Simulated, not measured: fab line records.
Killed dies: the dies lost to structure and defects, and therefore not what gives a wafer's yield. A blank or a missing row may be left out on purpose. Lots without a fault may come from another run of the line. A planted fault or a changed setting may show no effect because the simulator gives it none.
fab line records	flow nand-harc
record lots=6	wafers=18	last-day=33
route steps=1302 shown P_M2@330
lots that met no fault: from a run of the same line without faults
start-h: the number of hours between the record's first day and the start of the first shown wafer of the lot	wait-h: hours elapsed since this lot's preceding step	" unchanged from the row above	L1.1+2: a row that stands for several wafers	- value missing, or start not given	* or withheld: withheld	< > ~ a bound
route shown NAME@n: a module of which the file shows steps, and the number in the route of the first	usual: average and standard deviation across the fault-free wafers	same: alike in all rows	chamber/n: place in a boat	sites: each site's reading	_std_site: the values' standard deviation	_edge_site: mean of outer sites minus mean of inner sites	radius-mm: for every site, how far away it sits from the centre of the wafer	mask NAME#n: copy n	behind: the tool/chamber that last shaped the wafer	hold: what put the lot on hold/how long, in hours/how the hold closed	device: transistor that didn't switch, given as n, p or np	end of line: the route-end tests of the same wafers	step lacking rows: just its recipe	killed: not the wafer's yield, but the dies lost to structure and defects at the first sort	map: the dies of a wafer, with x for killed, . for not killed, _ for no die there
set.NAME: the setting that was run; set.NAME@STEP: the one run at that earlier step	model.NAME: the simulator's own value behind a step, which no gauge read
lots seen at some steps along the route; tables by step, rows by wafer
services: the hour from which a tool's chamber was out of use, counted from the record's first day as start-h (under 0 if before that day), plus the number of hours and why
## steps
# step NHARC_P_M2_INSPECT_11
# usual raw-defect-count=4.5/2.8
lot.wafer	tool	chamber	start-h	wait-h	raw-defect-count
L585.3	defect-inspect-01	-	198.38	0.0	0
L585.4	"	-	"	"	6
L585.6	"	-	"	"	7
L588.1	defect-inspect-02	-	234.19	0.0	1
L588.2	"	-	"	"	6
L588.3	"	-	"	"	4
L589.2	defect-inspect-01	-	240.90	0.0	9
L589.3	"	-	"	"	10
L589.5	"	-	"	"	6
L596.2	defect-inspect-02	-	310.79	0.0	3
L596.3	"	-	"	"	1
L596.6	"	-	"	"	11
L600.2	defect-inspect-01	-	356.59	0.0	11
L600.3	"	-	"	"	6
L600.4	"	-	"	"	6
L601.1	defect-inspect-02	-	360.08	0.0	7
L601.2	"	-	"	"	4
L601.5	"	-	"	"	5
# step NHARC_P_M2_DESCUM_14
# recipe time-s=3	o2-flow-sccm=200	ar-flow-sccm=0	bias-power-w=0	chemistry=O2
# usual chamber-pressure-mTorr=60.00/0.056	drypump-motor-current-A=5.64/0.29	oes-product-au=1.001/0.011	rf-vpp-V=58.0/0.99	showerhead-plenum-p-Torr=1.96/0.091	throttle-valve-pct=11.311/0.0094
# same bias-power-w=0
lot.wafer	tool	chamber	start-h	wait-h	chamber-pressure-mTorr	drypump-motor-current-A	oes-product-au	rf-hours-counter-h	rf-vpp-V	showerhead-plenum-p-Torr	throttle-valve-pct
L585.3	rie-diel-10	2	198.45	0.1	60.04	5.62	0.973	8.2	57.2	1.92	11.297
L585.4	"	1	"	"	60.04	5.33	1.001	-	58.2	1.91	11.307
L585.6	"	2	"	"	60.00	5.60	0.985	-	57.9	1.92	11.324
L588.2	rie-diel-09	2	234.26	0.1	59.99	6.19	0.995	4.5	58.6	2.02	11.313
L588.3	"	0	"	"	60.09	6.39	0.983	4.5	57.4	1.97	11.321
L588.1	"	1	"	"	60.03	5.29	0.993	4.9	59.0	1.98	11.308
L589.3	rie-diel-09	3	240.96	0.1	59.98	5.89	0.999	4.9	59.9	2.03	11.306
L589.2	"	1	"	"	60.02	5.24	0.996	5.9	59.3	1.98	11.302
L589.5	"	3	"	"	59.98	5.89	1.003	-	59.3	2.03	11.338
L596.3	rie-diel-10	3	310.86	0.1	60.03	5.56	1.000	2.8	58.2	2.06	11.306
L596.2	"	0	"	"	59.93	5.83	0.979	1.1	58.7	2.00	11.302
L596.6	"	2	"	"	59.99	5.58	0.994	-	56.0	1.92	11.285
L600.3	rie-diel-12	2	356.65	0.1	59.94	5.35	1.001	3.9	57.1	1.79	11.313
L600.4	"	3	"	"	60.01	5.74	1.020	4.0	57.8	2.03	11.308
L600.2	"	1	"	"	59.99	5.36	0.994	4.5	59.9	2.05	11.302
L601.1	rie-diel-12	0	360.14	0.1	59.97	5.83	1.014	4.4	57.4	1.83	11.313
L601.2	"	1	"	"	59.97	5.31	1.004	4.5	59.7	2.05	11.306
L601.5	"	1	"	"	60.05	5.33	1.005	-	57.8	2.05	11.300
# step NHARC_P_M2_ETCH_35
# recipe target-depth-a=400	overetch-a=120	time-s=43.94	ion-energy-ev=200	n2-flow-sccm=150	h2-flow-sccm=150	ar-flow-sccm=0	rf-w=400	bias-w=150	chemistry=N2/H2
# usual chamber-pressure-mTorr=30.00/0.037	drypump-motor-current-A=5.64/0.29	oes-product-au=0.999/0.01	rf-vpp-V=431.9/2.8	showerhead-plenum-p-Torr=2.09/0.099	throttle-valve-pct=14.170/0.0076
lot.wafer	tool	chamber	start-h	wait-h	chamber-pressure-mTorr	drypump-motor-current-A	oes-product-au	rf-hours-counter-h	rf-vpp-V	showerhead-plenum-p-Torr	throttle-valve-pct
L585.3	rie-diel-10	1	198.54	0.1	30.03	5.36	0.999	8.3	429.8	2.04	14.186
L585.6	"	3	"	"	30.01	5.56	0.993	-	435.8	2.20	14.164
L585.4	"	2	"	"	30.01	5.62	0.984	-	429.6	2.04	14.167
L588.3	rie-diel-09	1	234.34	0.1	29.99	5.23	0.994	4.9	433.4	2.11	14.171
L588.1	"	3	"	"	30.06	5.91	1.005	3.9	435.4	2.17	14.171
L588.2	"	0	"	"	30.03	6.35	0.985	4.5	431.9	2.10	14.169
L589.3	rie-diel-09	1	241.06	0.1	29.99	5.26	0.992	5.9	432.9	2.11	14.166
L589.2	"	2	"	"	30.00	6.20	0.999	5.5	437.0	2.15	14.163
L589.5	"	3	"	"	30.00	5.91	0.995	-	433.6	2.17	14.168
L596.3	rie-diel-10	0	310.93	0.1	29.99	5.84	0.985	1.1	434.0	2.13	14.153
L596.2	"	3	"	"	30.06	5.56	0.990	2.8	434.1	2.20	14.179
L596.6	"	1	"	"	29.98	5.37	0.989	-	430.5	2.04	14.167
L600.3	rie-diel-12	2	356.74	0.1	30.02	5.34	1.013	3.9	427.3	1.91	14.184
L600.2	"	0	"	"	30.01	5.86	1.013	4.4	429.4	1.95	14.172
L600.4	"	1	"	"	30.02	5.36	1.000	4.5	435.1	2.19	14.181
L601.2	rie-diel-12	2	360.23	0.1	29.98	5.34	1.004	4.0	427.2	1.91	14.153
L601.1	"	0	"	"	30.01	5.85	1.003	4.4	429.0	1.95	14.172
L601.5	"	2	"	"	30.00	5.33	1.004	-	426.6	1.91	14.160
# step NHARC_P_M2_ETCH_15
# recipe target-depth-a=1825	time-s=91.2	c4f8-flow-sccm=withheld	ar-flow-sccm=400	rf-w=600	bias-w=300	chemistry=C4F8/Ar
# step NHARC_P_M2_CD_MEAS_16
# usual cd-nm=170.1/0.88
lot.wafer	tool	chamber	start-h	wait-h	cd-nm
L585.3	cd-sem-02	-	198.79	-	169.0
L585.4	"	-	"	"	170.1
L585.6	"	-	"	"	169.3
L588.1	cd-sem-03	-	234.56	-	170.2
L588.2	"	-	"	"	170.7
L588.3	"	-	"	"	170.0
L589.2	cd-sem-02	-	241.31	-	170.8
L589.3	"	-	"	"	169.9
L589.5	"	-	"	"	170.4
L596.2	cd-sem-03	-	311.16	-	170.5
L596.3	"	-	"	"	170.8
L596.6	"	-	"	"	171.1
L600.2	cd-sem-02	-	356.96	-	170.6
L600.3	"	-	"	"	170.6
L600.4	"	-	"	"	171.5
L601.1	cd-sem-01	-	360.45	-	169.7
L601.2	"	-	"	"	171.6
L601.5	"	-	"	"	171.1
# step NHARC_P_M2_STRIP_18
# recipe power-w=1000	n2-flow-sccm=150	h2-flow-sccm=150	ar-flow-sccm=0	bias-w=0	chemistry=N2/H2
# step NHARC_P_M2_ETCH_28
# recipe target-depth-a=300	over-etch-frac=0.3	time-s=72.99	ion-energy-ev=150	cf4-flow-sccm=50	n2-flow-sccm=100	ar-flow-sccm=150	rf-w=300	bias-w=100	chemistry=CF4/N2
# step NHARC_P_M2_STRIP_19
# recipe time-s=600	temp-c=30	chemistry=post-etch-residue-remover
# step NHARC_P_M2_DEGAS_29
# recipe temp-c=250	time-s=60
# usual heater-power-w=340/35
lot.wafer	tool	chamber	start-h	wait-h	heater-power-w
L585.4	pvd-sputter-01	-	199.56	-	277
L585.3	"	-	"	"	321
L585.6	"	-	"	"	321
L588.3	pvd-sputter-02	-	235.28	-	364
L588.2	"	-	"	"	343
L588.1	"	-	"	"	371
L589.3	pvd-sputter-02	-	242.02	-	361
L589.2	"	-	"	"	397
L589.5	"	-	"	"	336
L596.3	pvd-sputter-03	-	312.07	-	320
L596.2	"	-	"	"	289
L596.6	"	-	"	"	307
L600.4	pvd-sputter-01	-	357.69	-	340
L600.2	"	-	"	"	367
L600.3	"	-	"	"	284
L601.2	pvd-sputter-02	-	361.17	-	354
L601.1	"	-	"	"	421
L601.5	"	-	"	"	343
# step NHARC_P_M2_PRE_CLEAN_30
# recipe time-s=30	temp-c=280	gas=H2/He
# step NHARC_P_M2_PVD_20
# recipe target-thk-a=50	bias-v=168.6	power-w=15000	chamber-pressure-pa=0.12	time-s=8.06	substrate-temp-c=50	material=TaN
# usual chamber-pressure-pa=0.11999/0.00023	throttle-valve-pct=29.7/1.2
lot.wafer	tool	chamber	start-h	wait-h	chamber-pressure-pa	throttle-valve-pct
L585.3	pvd-sputter-01	-	-	-	0.1198	29.5
L585.4	"	-	"	"	0.11968	29.4
L585.6	"	-	"	"	0.1195	29.3
L588.1	pvd-sputter-02	-	-	-	0.11985	30.6
L588.3	"	-	"	"	0.11981	30.3
L588.2	"	-	"	"	0.12035	27.9
L589.2	pvd-sputter-02	-	-	-	0.1199	30.7
L589.3	"	-	"	"	0.11968	28.1
L589.5	"	-	"	"	0.12013	29.2
L596.2	pvd-sputter-03	-	-	-	0.12007	32.9
L596.3	"	-	"	"	0.12012	28.9
L596.6	"	-	"	"	0.11997	29.2
L600.4	pvd-sputter-01	-	-	-	0.12007	28.9
L600.2	"	-	"	"	0.11957	29.6
L600.3	"	-	"	"	0.11988	30.9
L601.1	pvd-sputter-02	-	-	-	0.12026	28.4
L601.2	"	-	"	"	0.1202	28.5
L601.5	"	-	"	"	0.11996	28.3
# step NHARC_P_M2_PVD_21
# recipe target-thk-a=300	chamber-pressure-pa=5	power-w=5000	substrate-temp-c=30	time-s=20.49	material=Cu
# step NHARC_P_M2_ECD_22
# recipe target-thk-a=4000	bath-temp-c=25	material=Cu
lot.wafer	tool	chamber	start-h	wait-h
L585.4+3+6	ecd-cu-02	0,1,1	200.02	-
L588.1+2+3	ecd-cu-02	0,1,1	235.63	-
L589.2+3+5	ecd-cu-02	1,1,0	242.43	-
L596.2+3+6	ecd-cu-02	1,0,1	312.48	-
L600.2+3+4	ecd-cu-01	0,0,1	358.05	-
L601.2+1+5	ecd-cu-02	0,1,0	361.54	-
# step NHARC_P_M2_ANNEAL_31
# recipe temp-c=225	time-s=90
# usual wafer_temp_C_max=226.31/0.29
lot.wafer	tool	chamber	start-h	wait-h	wafer_temp_C_max
L585.3	rtp-anneal-01	0	200.40	-	226.70
L585.4	"	0	"	"	226.74
L585.6	"	0	"	"	226.37
L588.1	rtp-anneal-02	0	236.00	-	226.64
L588.2	"	0	"	"	226.48
L588.3	"	0	"	"	226.06
L589.2	rtp-anneal-01	0	242.80	-	226.66
L589.3	"	0	"	"	226.66
L589.5	"	0	"	"	226.29
L596.2	rtp-anneal-02	0	312.86	0.3	226.03
L596.3	"	0	"	"	226.48
L596.6	"	0	"	"	225.84
L600.2	rtp-anneal-01	0	358.48	0.4	226.27
L600.3	"	0	"	"	226.66
L600.4	"	0	"	"	226.46
L601.1	rtp-anneal-02	0	361.91	-	226.21
L601.2	"	0	"	"	226.41
L601.5	"	0	"	"	226.14
# step NHARC_P_M2_CMP_23
# recipe t-overpolish-s=20	target-thk-nm=144.3
# usual motor-current-A=12.2/1.9	time-to-endpoint-s=29.0/2.9
lot.wafer	tool	chamber	start-h	wait-h	motor-current-A	time-to-endpoint-s
L585.4	cmp-02	0	200.64	-	10.1	29.5
L585.3	"	2	"	"	14.4	26.9
L585.6	"	0	"	"	10.8	28.2
L588.3	cmp-01	0	236.35	-	14.4	30.4
L588.1	"	1	"	"	14.1	14.8
L588.2	"	3	"	"	11.1	29.7
L589.3	cmp-04	2	243.15	-	11.2	29.1
L589.2	"	3	"	"	12.7	31.6
L589.5	"	1	"	"	15.3	17.4
L596.2	cmp-01	2	313.18	-	11.6	25.7
L596.3	"	0	"	"	14.3	29.7
L596.6	"	2	"	"	12.3	25.3
L600.4	cmp-01	2	358.81	-	11.7	27.0
L600.2	"	3	"	"	11.2	32.3
L600.3	"	0	"	"	14.5	31.8
L601.1	cmp-02	2	362.28	-	14.5	32.7
L601.2	"	3	"	"	11.7	28.2
L601.5	"	1	"	"	9.9	27.8
## services
tool	chamber	start-h	hours	kind
cmp-01	-	185.50	4.0	pm
rie-diel-10	0	189.62	12.9	repair
rie-diel-12	0	190.21	4.2	repair
rie-diel-09	1	190.97	8.8	repair
cmp-01	-	194.18	1.8	repair
cmp-01	-	213.92	0.7	repair
pvd-sputter-01	-	226.00	10.0	pm
rie-diel-09	0	236.91	5.7	repair
rie-diel-10	-	242.52	9.0	pm
ecd-cu-02	-	244.00	8.0	pm
rie-diel-12	-	268.41	9.0	pm
rie-diel-10	-	269.23	0.3	repair
rie-diel-09	2	280.90	45.9	repair
pvd-sputter-02	-	282.03	10.0	pm
pvd-sputter-01	-	287.57	9.6	repair
rie-diel-09	3	288.76	1.9	repair
rie-diel-10	1	292.72	13.1	repair
rie-diel-12	3	301.34	2.5	repair
rie-diel-09	0	311.22	8.4	repair
rie-diel-09	-	320.10	9.0	pm
rie-diel-12	1	331.82	1.4	repair
ecd-cu-02	-	337.95	1.1	repair
rie-diel-12	2	338.85	6.5	repair
pvd-sputter-02	-	351.94	1.3	repair
## key
first-sign step=NHARC_P_M2_CMP_23	reading=time-to-endpoint-s	direction=down	sigmas=4.5	usual=*	struck=*
effect none on later readings
met-at NHARC_P_M2_ECD_22
struck-wafers L588.1,L589.5
later-rows-left-out L588.1,L589.5
sort-left-out L588.1,L589.5
onset-between 200.02 235.63
fault kind=process-parameter-drift	tool=ecd-cu-02	chamber=0	onset-h=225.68	steps=NHARC_P_M2_ECD_22	channel=target-thk-a	offset=*	shape=step	end-h=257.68	acts-in=*	stated=*
# sort-left-out: the simulated sort isn't trusted on such a fault, so these wafers' sort isn't shown, and their yield isn't known
# later-rows-left-out: the simulator's readings of these wafers behind a module that went badly wrong aren't trusted and aren't shown, but for the sort
